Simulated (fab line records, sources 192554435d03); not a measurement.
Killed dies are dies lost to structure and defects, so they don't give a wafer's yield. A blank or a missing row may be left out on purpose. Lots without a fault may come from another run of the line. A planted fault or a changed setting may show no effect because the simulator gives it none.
Which tool did it? | flow n5_finfet | 24 lots, 72 wafers sampled, at 6 steps of a route of 1938

WHAT THE GAUGES READ, wafer by wafer
The record holds no reading of a measuring or inspecting step that can be judged against a usual standard deviation.

WHICH TOOL RAN EACH LOT (tool, then ch and the chambers of the sampled wafers, then the start)
lot  | N5_BEOL_M4_ETCH_70                 | N5_BEOL_M4_ETCH_41                            | N5_BEOL_M4_DEGAS_44          | N5_BEOL_M4_ANNEAL_49         | N5_BEOL_M4_SPUTTER_86        | N5_BEOL_M4_ANNEAL_51
L074 | rie_diel-06 ch 0,1,2, day 7 09:33  | rie_diel-06 ch 0,1,2, day 7 10:53 or earlier  | pvd_sputter-02, day 7 10:53  | pvd_sputter-02, day 7 11:40  | pvd_sputter-02, day 7 12:14  | rtp_anneal-02 ch 0, day 7 13:40
L075 | rie_diel-01 ch 0,3, day 8 00:55    | rie_diel-01 ch 0,3, day 8 02:15 or earlier    | pvd_sputter-02, day 8 02:15  | pvd_sputter-01, day 8 03:25  | pvd_sputter-01, day 8 03:59  | rtp_anneal-01 ch 0, day 8 05:20
L076 | rie_diel-01 ch 0,1,3, day 8 04:01  | rie_diel-01 ch 0,1,3, day 8 05:15 or earlier  | pvd_sputter-02, day 8 05:15  | pvd_sputter-02, day 8 05:56  | pvd_sputter-02, day 8 06:31  | rtp_anneal-01 ch 0, day 8 07:48
L077 | rie_diel-01 ch 0,1, day 8 05:03    | rie_diel-01 ch 0,1, day 8 05:54 or earlier    | pvd_sputter-03, day 8 05:54  | pvd_sputter-01, day 8 06:35  | pvd_sputter-01, day 8 07:10  | rtp_anneal-01 ch 0, day 8 08:31
L078 | rie_diel-02 ch 0,1,2, day 8 20:31  | rie_diel-02 ch 0,1,2, day 8 21:20 or earlier  | pvd_sputter-03, day 8 21:20  | pvd_sputter-03, day 8 22:00  | pvd_sputter-03, day 8 22:35  | rtp_anneal-01 ch 0, day 8 23:52
L079 | rie_diel-01 ch 0,3, day 8 20:58    | rie_diel-01 ch 0,3, day 8 21:32 or earlier    | pvd_sputter-03, day 8 21:32  | pvd_sputter-01, day 8 23:42  | pvd_sputter-01, day 9 00:17  | rtp_anneal-02 ch 0, day 9 01:37
L080 | rie_diel-01 ch 0,1, day 9 03:38    | rie_diel-01 ch 0,1, day 9 04:14 or earlier    | pvd_sputter-03, day 9 04:14  | pvd_sputter-03, day 9 04:53  | pvd_sputter-03, day 9 05:28  | rtp_anneal-02 ch 0, day 9 06:46
L081 | rie_diel-02 ch 1,2,3, day 9 04:13  | rie_diel-02 ch 1,2,3, day 9 04:46 or earlier  | pvd_sputter-02, day 9 04:46  | pvd_sputter-01, day 9 06:21  | pvd_sputter-01, day 9 06:56  | rtp_anneal-02 ch 0, day 9 08:17
L082 | rie_diel-01 ch 0,2,3, day 9 21:58  | rie_diel-01 ch 0,2,3, day 9 23:15 or earlier  | pvd_sputter-03, day 9 23:15  | pvd_sputter-01, day 10 00:16 | pvd_sputter-01, day 10 00:51 | rtp_anneal-02 ch 0, day 10 02:09
L083 | rie_diel-06 ch 1,3, day 10 00:11   | rie_diel-06 ch 1,3, day 10 01:09 or earlier   | pvd_sputter-02, day 10 01:09 | pvd_sputter-03, day 10 02:04 | pvd_sputter-03, day 10 02:39 | rtp_anneal-01 ch 0, day 10 03:57
L084 | rie_diel-02 ch 0,2,3, day 10 00:11 | rie_diel-02 ch 0,2,3, day 10 01:14 or earlier | pvd_sputter-02, day 10 01:14 | pvd_sputter-02, day 10 02:15 | pvd_sputter-02, day 10 02:54 | rtp_anneal-01 ch 0, day 10 04:20
L085 | rie_diel-02 ch 0,2,3, day 10 06:01 | rie_diel-02 ch 0,2,3, day 10 06:39 or earlier | pvd_sputter-03, day 10 06:39 | pvd_sputter-02, day 10 07:40 | pvd_sputter-02, day 10 08:19 | rtp_anneal-02 ch 0, day 10 09:50
L086 | rie_diel-06 ch 0,1,3, day 11 01:02 | rie_diel-06 ch 0,1,3, day 11 01:46 or earlier | pvd_sputter-02, day 11 01:46 | pvd_sputter-02, day 11 02:34 | pvd_sputter-02, day 11 03:08 | rtp_anneal-02 ch 0, day 11 04:26
L087 | rie_diel-01 ch 1,3, day 11 03:47   | rie_diel-01 ch 1,3, day 11 04:46 or earlier   | pvd_sputter-01, day 11 04:46 | pvd_sputter-02, day 11 05:34 | pvd_sputter-02, day 11 06:09 | rtp_anneal-01 ch 0, day 11 07:32
L088 | rie_diel-02 ch 0,1, day 11 04:31   | rie_diel-02 ch 0,1, day 11 05:05 or earlier   | pvd_sputter-02, day 11 05:05 | pvd_sputter-03, day 11 06:02 | pvd_sputter-03, day 11 06:37 | rtp_anneal-01 ch 0, day 11 08:00
L089 | rie_diel-02 ch 0,1,2, day 11 10:57 | rie_diel-02 ch 0,1,2, day 11 11:32 or earlier | pvd_sputter-03, day 11 11:32 | pvd_sputter-03, day 11 12:14 | pvd_sputter-03, day 11 12:49 | rtp_anneal-02 ch 0, day 11 14:15
L090 | rie_diel-01 ch 2,3, day 11 20:37   | rie_diel-01 ch 2,3, day 11 21:10 or earlier   | pvd_sputter-02, day 11 21:10 | pvd_sputter-03, day 11 23:33 | pvd_sputter-03, day 12 00:08 | rtp_anneal-01 ch 0, day 12 01:31
L091 | rie_diel-01 ch 2,3, day 12 00:58   | rie_diel-01 ch 2,3, day 12 01:46 or earlier   | pvd_sputter-02, day 12 01:46 | pvd_sputter-01, day 12 02:38 | pvd_sputter-01, day 12 03:13 | rtp_anneal-01 ch 0, day 12 04:36
L092 | rie_diel-02 ch 0,3, day 12 05:38   | rie_diel-02 ch 0,3, day 12 06:23 or earlier   | pvd_sputter-02, day 12 06:23 | pvd_sputter-03, day 12 07:14 | pvd_sputter-03, day 12 07:49 | rtp_anneal-02 ch 0, day 12 09:07
L093 | rie_diel-01 ch 0,3, day 12 08:17   | rie_diel-01 ch 0,3, day 12 09:15 or earlier   | pvd_sputter-02, day 12 09:15 | pvd_sputter-03, day 12 09:53 | pvd_sputter-03, day 12 10:28 | rtp_anneal-01 ch 0, day 12 11:49
L094 | rie_diel-01 ch 0,2,3, day 12 11:47 | rie_diel-01 ch 0,2,3, day 12 12:30 or earlier | pvd_sputter-02, day 12 12:30 | pvd_sputter-01, day 12 14:31 | pvd_sputter-01, day 12 15:05 | rtp_anneal-02 ch 0, day 12 16:24
L095 | rie_diel-01 ch 1,2,3, day 13 08:40 | rie_diel-01 ch 1,2,3, day 13 09:13 or earlier | pvd_sputter-03, day 13 09:13 | pvd_sputter-01, day 13 09:51 | pvd_sputter-01, day 13 10:26 | rtp_anneal-02 ch 0, day 13 11:44
L096 | rie_diel-02 ch 0,1, day 13 13:29   | rie_diel-02 ch 0,1, day 13 14:11 or earlier   | pvd_sputter-02, day 13 14:11 | pvd_sputter-03, day 13 15:15 | pvd_sputter-03, day 13 15:50 | rtp_anneal-01 ch 0, day 13 17:08
L097 | rie_diel-06 ch 2,3, day 14 04:55   | rie_diel-06 ch 2,3, day 14 05:34 or earlier   | pvd_sputter-02, day 14 05:34 | pvd_sputter-01, day 14 06:20 | pvd_sputter-01, day 14 06:58 | rtp_anneal-01 ch 0, day 14 08:33
- N5_BEOL_M4_ETCH_70: etches SOC in N2/H2, target depth 80 nm, overetch 24 nm, time 130 s.
- N5_BEOL_M4_ETCH_41: etches SiCN in CH3F/O2, target depth 29.9 nm, time 52.5 s.
- N5_BEOL_M4_DEGAS_44: time 60 s.
- N5_BEOL_M4_ANNEAL_49: time 240 s.
- N5_BEOL_M4_SPUTTER_86: material Cu, target thk 4.5 nm, time 8.29 s.
- N5_BEOL_M4_ANNEAL_51: time 90 s.

WHAT THE TOOLS THEMSELVES READ (means of the sampled wafers that have a number; where no wafer has one, the mark that the record gives instead)
N5_BEOL_M4_ETCH_70.
lot  | tool        | drypump_motor_current_A (A) | oes_product_au (a.u.) | rf_vpp_V (V) | showerhead_plenum_p_Torr (Torr) | throttle_valve_pct (%)
L074 | rie_diel-06 | 5.8                         | 0.64                  | 526.3        | 2.63                            | 17.82
L075 | rie_diel-01 | 6.0                         | 0.56                  | 521.9        | 2.43                            | 17.92
L076 | rie_diel-01 | 5.7                         | 0.56                  | 521.2        | 2.47                            | 17.91
L077 | rie_diel-01 | 5.8                         | 0.52                  | 521.7        | 2.45                            | 18.02
L078 | rie_diel-02 | 5.7                         | 0.61                  | 526.0        | 2.63                            | 17.59
L079 | rie_diel-01 | 5.8                         | 0.59                  | 521.2        | 2.45                            | 17.84
L080 | rie_diel-01 | 5.8                         | 0.52                  | 520.9        | 2.44                            | 18.03
L081 | rie_diel-02 | 5.4                         | 0.60                  | 525.0        | 2.58                            | 17.66
L082 | rie_diel-01 | 6.1                         | 0.60                  | 520.7        | 2.45                            | 17.76
L083 | rie_diel-06 | 6.2                         | 0.59                  | 523.8        | 2.52                            | 17.83
L084 | rie_diel-02 | 5.5                         | 0.60                  | 524.7        | 2.58                            | 17.70
L085 | rie_diel-02 | 5.4                         | 0.60                  | 524.3        | 2.58                            | 17.70
L086 | rie_diel-06 | 5.7                         | 0.61                  | 526.1        | 2.61                            | 17.78
L087 | rie_diel-01 | 5.6                         | 0.57                  | 522.8        | 2.48                            | 17.86
L088 | rie_diel-02 | 5.7                         | 0.60                  | 525.1        | 2.59                            | 17.56
L089 | rie_diel-02 | 5.7                         | 0.59                  | 525.2        | 2.61                            | 17.62
L090 | rie_diel-01 | 5.9                         | 0.61                  | 522.3        | 2.47                            | 17.69
L091 | rie_diel-01 | 6.1                         | 0.63                  | 521.2        | 2.47                            | 17.62
L092 | rie_diel-02 | 5.1                         | 0.59                  | 522.5        | 2.49                            | 17.75
L093 | rie_diel-01 | 5.8                         | 0.64                  | 523.5        | 2.55                            | 17.73
L094 | rie_diel-01 | 6.1                         | 0.65                  | 524.7        | 2.55                            | 17.66
L095 | rie_diel-01 | 5.8                         | 0.65                  | 521.8        | 2.48                            | 17.67
L096 | rie_diel-02 | 5.8                         | 0.59                  | 523.6        | 2.57                            | 17.61
L097 | rie_diel-06 | 5.3                         | 0.60                  | 528.0        | 2.67                            | 17.82

N5_BEOL_M4_ETCH_41.
lot  | tool        | drypump_motor_current_A (A) | oes_product_au (a.u.) | rf_vpp_V (V) | showerhead_plenum_p_Torr (Torr) | throttle_valve_pct (%)
L074 | rie_diel-06 | 5.8                         | 0.88                  | 297.5        | 2.06                            | 16.27
L075 | rie_diel-01 | 6.0                         | 0.77                  | 294.9        | 1.92                            | 16.47
L076 | rie_diel-01 | 5.7                         | 0.75                  | 296.1        | 1.94                            | 16.43
L077 | rie_diel-01 | 5.8                         | 0.71                  | 295.8        | 1.93                            | 16.55
L078 | rie_diel-02 | 5.7                         | 0.83                  | 298.4        | 2.05                            | 16.06
L079 | rie_diel-01 | 5.8                         | 0.79                  | 295.7        | 1.93                            | 16.39
L080 | rie_diel-01 | 5.8                         | 0.69                  | 297.1        | 1.93                            | 16.57
L081 | rie_diel-02 | 5.3                         | 0.81                  | 298.4        | 2.01                            | 16.17
L082 | rie_diel-01 | 6.1                         | 0.81                  | 296.0        | 1.93                            | 16.33
L083 | rie_diel-06 | 6.2                         | 0.81                  | 296.9        | 1.98                            | 16.30
L084 | rie_diel-02 | 5.4                         | 0.82                  | 297.6        | 2.02                            | 16.20
L085 | rie_diel-02 | 5.4                         | 0.81                  | 298.6        | 2.02                            | 16.21
L086 | rie_diel-06 | 5.7                         | 0.82                  | 299.4        | 2.04                            | 16.28
L087 | rie_diel-01 | 5.6                         | 0.77                  | 296.6        | 1.95                            | 16.38
L088 | rie_diel-02 | 5.7                         | 0.81                  | 297.5        | 2.03                            | 16.06
L089 | rie_diel-02 | 5.7                         | 0.80                  | 298.4        | 2.05                            | 16.10
L090 | rie_diel-01 | 5.9                         | 0.83                  | 295.8        | 1.94                            | 16.26
L091 | rie_diel-01 | 6.2                         | 0.85                  | 297.2        | 1.95                            | 16.18
L092 | rie_diel-02 | 5.1                         | 0.79                  | 296.3        | 1.96                            | 16.32
L093 | rie_diel-01 | 5.8                         | 0.86                  | 297.4        | 2.00                            | 16.29
L094 | rie_diel-01 | 6.1                         | 0.88                  | 297.0        | 2.01                            | 16.19
L095 | rie_diel-01 | 5.8                         | 0.89                  | 295.6        | 1.95                            | 16.19
L096 | rie_diel-02 | 5.7                         | 0.79                  | 298.5        | 2.02                            | 16.10
L097 | rie_diel-06 | 5.4                         | 0.82                  | 299.8        | 2.10                            | 16.38

N5_BEOL_M4_DEGAS_44.
lot  | tool           | heater_power_w (W)
L074 | pvd_sputter-02 | 331
L075 | pvd_sputter-02 | 339
L076 | pvd_sputter-02 | 337
L077 | pvd_sputter-03 | 335
L078 | pvd_sputter-03 | 300
L079 | pvd_sputter-03 | 316
L080 | pvd_sputter-03 | 283
L081 | pvd_sputter-02 | 341
L082 | pvd_sputter-03 | 308
L083 | pvd_sputter-02 | 344
L084 | pvd_sputter-02 | 330
L085 | pvd_sputter-03 | 308
L086 | pvd_sputter-02 | 333
L087 | pvd_sputter-01 | 345
L088 | pvd_sputter-02 | 330
L089 | pvd_sputter-03 | 272
L090 | pvd_sputter-02 | 336
L091 | pvd_sputter-02 | 343
L092 | pvd_sputter-02 | 329
L093 | pvd_sputter-02 | 331
L094 | pvd_sputter-02 | 342
L095 | pvd_sputter-03 | 295
L096 | pvd_sputter-02 | 325
L097 | pvd_sputter-02 | 327

N5_BEOL_M4_ANNEAL_49.
lot  | tool           | heater_power_w (W)
L074 | pvd_sputter-02 | 846
L075 | pvd_sputter-01 | 821
L076 | pvd_sputter-02 | 850
L077 | pvd_sputter-01 | 884
L078 | pvd_sputter-03 | 806
L079 | pvd_sputter-01 | 804
L080 | pvd_sputter-03 | 805
L081 | pvd_sputter-01 | 806
L082 | pvd_sputter-01 | 873
L083 | pvd_sputter-03 | 816
L084 | pvd_sputter-02 | 842
L085 | pvd_sputter-02 | 855
L086 | pvd_sputter-02 | 844
L087 | pvd_sputter-02 | 854
L088 | pvd_sputter-03 | 770
L089 | pvd_sputter-03 | 712
L090 | pvd_sputter-03 | 754
L091 | pvd_sputter-01 | 825
L092 | pvd_sputter-03 | 760
L093 | pvd_sputter-03 | 796
L094 | pvd_sputter-01 | 839
L095 | pvd_sputter-01 | 881
L096 | pvd_sputter-03 | 765
L097 | pvd_sputter-01 | 801

N5_BEOL_M4_SPUTTER_86.
lot  | tool           | throttle_valve_pct (%)
L074 | pvd_sputter-02 | 29.5
L075 | pvd_sputter-01 | 29.2
L076 | pvd_sputter-02 | 29.5
L077 | pvd_sputter-01 | 28.3
L078 | pvd_sputter-03 | 30.7
L079 | pvd_sputter-01 | 28.3
L080 | pvd_sputter-03 | 30.8
L081 | pvd_sputter-01 | 28.5
L082 | pvd_sputter-01 | 27.6
L083 | pvd_sputter-03 | 30.7
L084 | pvd_sputter-02 | 29.5
L085 | pvd_sputter-02 | 29.5
L086 | pvd_sputter-02 | 29.5
L087 | pvd_sputter-02 | 29.1
L088 | pvd_sputter-03 | 30.1
L089 | pvd_sputter-03 | 30.5
L090 | pvd_sputter-03 | 30.9
L091 | pvd_sputter-01 | 28.3
L092 | pvd_sputter-03 | 30.8
L093 | pvd_sputter-03 | 31.3
L094 | pvd_sputter-01 | 29.0
L095 | pvd_sputter-01 | 29.7
L096 | pvd_sputter-03 | 30.2
L097 | pvd_sputter-01 | 28.3

N5_BEOL_M4_ANNEAL_51.
lot  | tool          | wafer_temp_C_max
L074 | rtp_anneal-02 | 225.58
L075 | rtp_anneal-01 | 225.63
L076 | rtp_anneal-01 | 225.97
L077 | rtp_anneal-01 | 225.77
L078 | rtp_anneal-01 | 225.69
L079 | rtp_anneal-02 | 226.00
L080 | rtp_anneal-02 | 225.60
L081 | rtp_anneal-02 | 225.77
L082 | rtp_anneal-02 | 225.71
L083 | rtp_anneal-01 | 225.50
L084 | rtp_anneal-01 | 225.80
L085 | rtp_anneal-02 | 225.75
L086 | rtp_anneal-02 | 225.87
L087 | rtp_anneal-01 | 225.67
L088 | rtp_anneal-01 | 226.04
L089 | rtp_anneal-02 | 226.02
L090 | rtp_anneal-01 | 225.64
L091 | rtp_anneal-01 | 225.28
L092 | rtp_anneal-02 | 225.83
L093 | rtp_anneal-01 | 225.67
L094 | rtp_anneal-02 | 225.79
L095 | rtp_anneal-02 | 225.62
L096 | rtp_anneal-01 | 225.68
L097 | rtp_anneal-01 | 225.61

THE ANSWER, worked out from the rows above alone
Rule: what is usual is taken from the lots themselves. Put in order of their means at a reading, lots are off if they are a third of the lots or fewer, leave a main group of 4 or more, and stand apart from it by a gap of 3 or more times the standard deviation of the main group's means; of several such gaps the widest counts. A main group whose means are all the same, to the digits that the tables above print for the reading, isn't used. A lot without any number at a reading at which 4 lots or more have one is off too. The other lots that the step has rows for count as sound. The gauges are gone through in route order, then the tools' own readings, and for those a lot's mean is taken as printed above. The first step at which some lot is off is used, and at that step the reading that is off furthest; a lot without a number counts as furthest.
No lot is off at any reading shown: from this, nothing can be told.

WHAT THE SIMULATOR HAD PUT IN
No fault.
